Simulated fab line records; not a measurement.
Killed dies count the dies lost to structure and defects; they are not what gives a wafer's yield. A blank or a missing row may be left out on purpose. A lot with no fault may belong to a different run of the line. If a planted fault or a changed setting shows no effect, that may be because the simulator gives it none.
fab line records	flow n5-finfet
[record] lots = 9	wafers = 27	last-day = 18
route steps=1938 shown HKMG_FIN@457 GATE_CUT@467 BEOL_M4@1111
lots that met no fault: taken from a fault-free run of the same line
start-h: the number of hours between the record's first day and the start of the first shown wafer of the lot	wait-h: how many hours have passed since the lot's step before this one	" the same as in the row above	L1.1+2: several wafers, shown together as one row	- value missing, or start not given	* or withheld: withheld	< > ~ a bound
route shown NAME@n: names a module that has steps shown in the file, with the first one's number in the route	usual: the fault-free wafers' mean and standard deviation	same: alike in all rows	chamber/n: place in a boat	sites: readings site by site	_std_site: the values' standard deviation	_edge_site: outer sites' mean less inner sites'	radius-mm: how far each site lies from the wafer's centre	mask NAME#n: copy n	behind: tool/chamber where the wafer was last shaped	hold: what put the lot on hold/how long, in hours/how the hold closed	device: the n, p or np transistor that did not switch	end of line: the tests these same wafers got at the end of their route	a step without rows: its recipe alone	killed: dies lost to structure and defects at the first sort, not the wafer's yield	map: shows each die of a wafer: x if killed, . if not, _ if none is there
set.NAME: the setting that was run; set.NAME@STEP: the one run at that earlier step	model.NAME: the simulator's own value behind a step, which no gauge read
steps of the route over a sample of lots; a table a step, a row a wafer
services: when a tool's chamber went out of use (start-h, in hours from the record's first day, below 0 if earlier), for how many hours, and the reason
[[steps]]
[step N5_HKMG_FIN_ALD_72]
[recipe] material = W	target-thk-a = 20	temp-c = 300	pressure-torr = 7.5	ald-precursor-family = WF6	ald-co-reactant = B2H6	pulse-time-s = 1	purge-time-s = 2	co-reactant-purge-time-s = 2	co-reactant-pulse-time-s = 3	ald-cycles = 7
[usual] heater-power-outer-w = 250/15	heater-power-w = 456/38	precursor-pulse-height-rel = 0.995/0.019
[same] pulse-time-s = 1
lot.wafer	tool	chamber	start-h	wait-h	heater-power-outer-w	heater-power-w	precursor-pulse-height-rel
L407.1	cvd-w-01	1	93.97	0.2	259	508	1.004
L407.5	"	0	"	"	250	435	0.981
L407.6	"	1	"	"	260	514	0.972
L408.3	cvd-w-02	0	103.46	0.2	228	425	0.990
L408.4	"	1	"	"	261	430	0.990
L408.6	"	1	"	"	266	424	0.946
L409.2	cvd-w-01	0	106.35	0.2	240	439	0.996
L409.3	"	1	"	"	253	515	0.974
L409.4	"	0	"	"	249	428	0.986
L410.1	cvd-w-02	1	115.31	0.2	261	425	0.997
L410.3	"	1	"	"	272	432	0.982
L410.5	"	0	"	"	226	426	0.980
L412.1	cvd-w-02	0	124.10	0.2	220	420	1.018
L412.4	"	0	"	"	224	428	0.997
L412.5	"	1	"	"	268	430	0.998
L423.3	cvd-w-02	0	195.10	0.2	233	439	1.008
L423.4	"	1	"	"	259	433	1.000
L423.6	"	1	"	"	271	428	0.992
L424.1	cvd-w-01	0	198.08	0.2	245	431	0.972
L424.4	"	1	"	"	259	519	0.965
L424.6	"	1	"	"	258	515	1.004
L425.2	cvd-w-01	1	204.87	0.2	261	511	1.001
L425.3	"	1	"	"	259	508	0.994
L425.6	"	0	"	"	238	436	0.975
L427.1	cvd-w-02	0	217.79	0.2	227	434	1.016
L427.4	"	1	"	"	265	426	1.010
L427.6	"	1	"	"	263	431	0.979
[step N5_GATE_CUT_ETCHBACK_30]
[recipe] chemistry = Cl2/Ar	target = TiN	target-depth-a = 30	mode = isotropic	pressure-mtorr = 10	icp-w = 600	bias-w = 60	Cl2_flow_sccm = 40	Ar_flow_sccm = 60
[usual] drypump-motor-current-A = 5.7/0.34	he-backside-leak-sccm = 3.56/0.2	oes-product-au = 0.76/0.12	throttle-valve-pct = 20.91/0.18
lot.wafer	tool	chamber	start-h	wait-h	drypump-motor-current-A	he-backside-leak-sccm	oes-product-au	rf-hours-counter-h	throttle-valve-pct
L407.1	rie-metal-01	0	95.10	0.1	6.1	3.84	0.58	149	21.08
L407.5	"	0	"	"	6.1	3.74	0.59	-	21.08
L407.6	"	1	"	"	6.2	3.65	0.65	-	20.78
L408.3	rie-metal-02	1	104.59	0.0	5.7	3.39	0.58	-	21.16
L408.4	"	0	"	"	5.3	3.18	0.76	-	21.10
L408.6	"	1	"	"	5.7	3.36	0.58	-	21.16
L409.2	rie-metal-01	1	107.70	0.1	6.2	3.90	0.65	-	20.77
L409.3	"	1	"	"	6.2	3.75	0.64	-	20.78
L409.4	"	1	"	"	6.3	3.78	0.65	-	20.78
L410.1	rie-metal-01	1	116.64	0.1	6.2	3.54	0.65	97	20.78
L410.3	"	1	"	"	6.2	3.61	0.64	-	20.79
L410.5	"	1	"	"	6.2	3.42	0.65	-	20.78
L412.1	rie-metal-02	0	125.23	0.1	5.3	3.27	0.76	42	21.11
L412.4	"	1	"	"	5.7	3.43	0.58	-	21.17
L412.5	"	1	"	"	5.7	3.43	0.57	-	21.16
L423.3	rie-metal-01	1	196.35	0.0	6.2	3.75	0.64	-	20.80
L423.4	"	0	"	"	6.1	3.29	0.91	-	20.65
L423.6	"	0	"	"	6.1	3.67	0.91	-	20.66
L424.1	rie-metal-01	0	199.21	0.1	6.1	3.84	0.92	5	20.68
L424.4	"	1	"	"	6.2	3.85	0.63	-	20.80
L424.6	"	1	"	"	6.2	3.86	0.63	-	20.82
L425.2	rie-metal-03	0	206.00	0.1	5.5	3.43	0.75	58	21.03
L425.3	"	1	"	"	5.6	3.69	0.87	-	20.78
L425.6	"	1	"	"	5.6	3.72	0.87	-	20.77
L427.1	rie-metal-01	1	218.92	0.1	6.3	3.66	0.63	108	20.83
L427.4	"	0	"	"	6.1	3.53	0.89	-	20.68
L427.6	"	0	"	"	6.1	3.79	0.91	-	20.66
[step N5_GATE_CUT_OVL_MEAS_14]
[recipe] points-per-wafer = 522
[usual] GATE_CUT_OVL = -0.4/0.68
lot.wafer	tool	chamber	start-h	wait-h	GATE_CUT_OVL[nm]
L407.1	overlay-02	0	99.28	0.0	-1.0
L407.5	"	0	"	"	-0.9
L407.6	"	0	"	"	-1.3
L408.3	overlay-01	0	107.98	0.0	-1.0
L408.4	"	0	"	"	-0.6
L408.6	"	0	"	"	-1.5
L409.2	overlay-01	0	111.12	0.0	-0.3
L409.3	"	0	"	"	-0.3
L409.4	"	0	"	"	-0.4
L410.1	overlay-02	0	120.07	0.0	-1.1
L410.3	"	0	"	"	-0.8
L410.5	"	0	"	"	0.1
L412.1	overlay-01	0	128.62	0.0	0.0
L412.4	"	0	"	"	0.0
L412.5	"	0	"	"	0.4
L423.3	overlay-02	0	199.75	0.0	-1.4
L423.4	"	0	"	"	-1.2
L423.6	"	0	"	"	0.5
L424.1	overlay-02	0	202.57	0.0	1.0
L424.4	"	0	"	"	1.1
L424.6	"	0	"	"	1.6
L425.2	overlay-02	0	209.37	0.0	0.3
L425.3	"	0	"	"	0.0
L425.6	"	0	"	"	0.2
L427.1	overlay-01	0	222.42	0.0	-0.6
L427.4	"	0	"	"	-0.9
L427.6	"	0	"	"	-1.1
[step N5_GATE_CUT_CUT_ETCH_54]
[recipe] chemistry = Cl2/BCl3	target = TiN	mask-material = SiO2	target-depth-a = 967	pressure-mtorr = 10	icp-w = 1000	bias-w = 126	Cl2_flow_sccm = 53.25	bcl3-flow-sccm = 21.75	Ar_flow_sccm = 25	ends = cleared
[usual] drypump-motor-current-A = 5.8/0.34	etch-rf-on-time-s = 36.9/0.36	he-backside-leak-sccm = 3.54/0.22	oes-product-au = 0.72/0.11	throttle-valve-pct = 22.27/0.15
lot.wafer	tool	chamber	start-h	wait-h	drypump-motor-current-A	etch-rf-on-time-s	he-backside-leak-sccm	oes-product-au	rf-hours-counter-h	throttle-valve-pct
L407.1	rie-metal-03	0	99.82	0.0	5.5	37.5	3.47	0.69	50	22.42
L407.5	"	1	"	"	5.6	37.6	3.49	0.85	-	22.14
L407.6	"	0	"	"	5.4	37.4	3.58	0.69	-	22.43
L408.3	rie-metal-03	1	108.54	0.0	5.6	37.1	3.47	0.85	-	22.15
L408.4	"	0	"	"	5.5	36.7	3.66	0.70	-	22.42
L408.6	"	1	"	"	5.6	37.2	3.54	0.84	-	22.13
L409.2	rie-metal-03	1	111.66	0.0	5.6	42.9	3.54	0.78	2	22.22
L409.3	"	0	"	"	5.5	36.8	3.62	0.69	-	22.40
L409.4	"	1	"	"	5.6	42.5	3.56	0.78	-	22.23
L410.1	rie-metal-01	1	120.67	0.1	6.2	37.3	3.49	0.58	98	22.19
L410.3	"	1	"	"	6.2	37.2	3.65	0.58	-	22.19
L410.5	"	1	"	"	6.2	37.3	3.56	0.59	-	22.19
L412.1	rie-metal-03	0	129.17	0.0	5.4	36.6	3.83	0.70	52	22.41
L412.4	"	1	"	"	5.6	42.3	3.59	0.77	-	22.21
L412.5	"	1	"	"	5.6	42.5	3.55	0.77	-	22.21
L423.3	rie-metal-01	1	200.40	0.0	6.2	37.2	3.66	0.57	-	22.20
L423.4	"	0	"	"	6.1	36.7	3.56	0.82	-	22.10
L423.6	"	0	"	"	6.1	36.8	3.39	0.83	-	22.10
L424.1	rie-metal-01	0	203.11	0.0	6.1	36.7	3.48	0.82	6	22.11
L424.4	"	1	"	"	6.2	36.8	3.60	0.58	-	22.20
L424.6	"	1	"	"	6.2	36.9	3.69	0.58	-	22.18
L425.2	rie-metal-03	0	209.91	0.0	5.5	36.6	3.66	0.68	58	22.42
L425.3	"	0	"	"	5.5	37.0	3.60	0.68	-	22.43
L425.6	"	0	"	"	5.4	36.5	3.58	0.69	-	22.42
L427.1	rie-metal-01	1	222.96	0.0	6.2	37.0	3.80	0.57	108	22.20
L427.4	"	0	"	"	6.2	36.8	3.27	0.81	-	22.11
L427.6	"	1	"	"	6.2	36.9	3.71	0.57	-	22.21
[step N5_BEOL_M4_RC_MEAS_101]
[usual] DIBL_N = 36.3/1.6	DIBL_P = 36.5/1.6	IOFF_N = 0.163/0.026	IOFF_P = 0.22/0.033	ION_N = 676/9.9	ION_P = 464/6.5	SS_N = 71.5/0.5	SS_P = 73.3/0.64	VT_N = 249.3/2.9	VT_P = -250/3.2
lot.wafer	tool	chamber	start-h	wait-h	DIBL_N[mV/V]	DIBL_P[mV/V]	IOFF_N[nA/um]	IOFF_P[nA/um]	ION_N[uA/um]	ION_P[uA/um]	SS_N[mV/dec]	SS_P[mV/dec]	VT_N[mV]	VT_P[mV]
L407.1	prober-01	0	200.16	0.0	34.8	36.6	0.169	0.20	691	466	71.5	73.7	249.6	-250
L407.5	"	0	"	"	33.5	34.8	0.140	0.17	672	467	71.0	72.9	250.4	-251
L407.6	"	0	"	"	34.9	36.3	0.165	0.20	692	471	70.9	74.6	247.7	-251
L408.3	prober-01	0	206.53	0.3	36.8	37.1	0.165	0.22	687	468	71.1	72.8	247.6	-248
L408.4	"	0	"	"	37.4	37.5	0.176	0.24	699	479	71.5	73.6	247.3	-248
L408.6	"	0	"	"	37.0	37.0	0.153	0.22	674	462	71.9	73.2	249.2	-251
L409.2	prober-02	0	208.37	0.2	36.9	37.9	0.179	0.22	673	463	71.6	74.8	245.1	-251
L409.3	"	0	"	"	37.0	38.1	0.182	0.22	688	466	71.7	73.9	246.4	-250
L409.4	"	0	"	"	35.6	36.5	0.160	0.20	697	464	70.8	74.3	248.8	-253
L410.1	prober-01	0	215.01	0.0	35.5	36.1	0.146	0.20	666	453	71.3	73.2	252.9	-253
L410.3	"	0	"	"	38.1	38.4	0.192	0.24	687	462	71.6	73.6	246.5	-249
L410.5	"	0	"	"	35.7	36.6	0.154	0.21	680	468	70.6	73.5	246.8	-251
L412.1	prober-01	0	235.10	0.0	34.5	35.3	0.135	0.17	670	452	71.3	72.5	252.4	-254
L412.4	"	0	"	"	34.2	35.9	0.142	0.18	682	464	71.1	72.5	249.9	-250
L412.5	"	0	"	"	33.9	34.6	0.129	0.17	674	461	71.5	72.6	249.3	-252
L424.1	prober-01	0	304.18	0.0	38.4	42.3	0.213	0.29	685	470	72.8	74.2	246.6	-245
L424.4	"	0	"	"	35.0	37.9	0.145	0.21	680	470	70.8	72.1	248.1	-250
L424.6	"	0	"	"	35.9	38.6	0.164	0.23	682	471	71.5	72.9	250.8	-249
L423.3	prober-01	0	307.48	0.3	33.9	34.1	0.123	0.21	676	477	71.4	72.4	255.8	-246
L423.4	"	0	"	"	34.3	34.0	0.123	0.20	665	459	71.0	73.1	254.4	-248
L423.6	"	0	"	"	34.3	33.9	0.128	0.21	663	467	71.2	72.2	256.5	-247
L425.2	prober-01	0	309.38	0.2	35.9	35.8	0.146	0.20	667	459	71.0	73.1	253.6	-251
L425.3	"	0	"	"	35.8	36.3	0.143	0.20	671	467	71.2	73.1	250.4	-253
L425.6	"	0	"	"	35.9	36.1	0.152	0.20	675	462	71.4	72.5	251.3	-254
L427.1	prober-01	0	320.48	0.0	36.3	35.8	0.173	0.24	681	463	71.5	73.2	246.1	-246
L427.4	"	0	"	"	36.5	35.5	0.165	0.23	671	462	72.0	74.0	247.7	-246
L427.6	"	0	"	"	38.5	39.0	0.217	0.30	696	473	72.0	74.1	243.8	-245
[[services]]
tool	chamber	start-h	hours	kind
cvd-w-01	1	74.95	17.3	repair
rie-metal-02	0	81.29	16.5	repair
rie-metal-01	0	103.51	-	clean
rie-metal-01	0	103.51	27.0	scheduled-down
rie-metal-01	0	103.51	27.0	vent-cycle
cvd-w-01	1	106.58	9.9	repair
rie-metal-02	-	108.99	2.8	pm
cvd-w-02	0	118.68	4.3	repair
cvd-w-02	-	135.16	28.1	pm
rie-metal-02	1	145.23	-	clean
rie-metal-02	1	145.23	16.0	scheduled-down
rie-metal-02	1	145.23	16.0	vent-cycle
cvd-w-02	1	168.92	4.2	repair
cvd-w-01	-	172.48	3.8	pm
[[key]]
[first-sign] step = N5_GATE_CUT_CUT_ETCH_54	reading = etch-rf-on-time-s	direction = up	sigmas = 16	usual = *	struck = *
effect none on later readings
met-at N5_GATE_CUT_CUT_ETCH_54
struck-lots L409,L412
struck-wafers L409.2,L409.4,L412.4,L412.5
not-acting-at N5_HKMG_FIN_ALD_72,N5_GATE_CUT_ETCHBACK_30,N5_GATE_CUT_OVL_MEAS_14
onset-between 108.54 111.66
[fault] kind = process-parameter-drift	tool = rie-metal-03	chamber = 1	onset-h = 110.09	steps = N5_GATE_CUT_CUT_ETCH_54	channel = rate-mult	offset = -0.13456	shape = step	end-h = 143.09
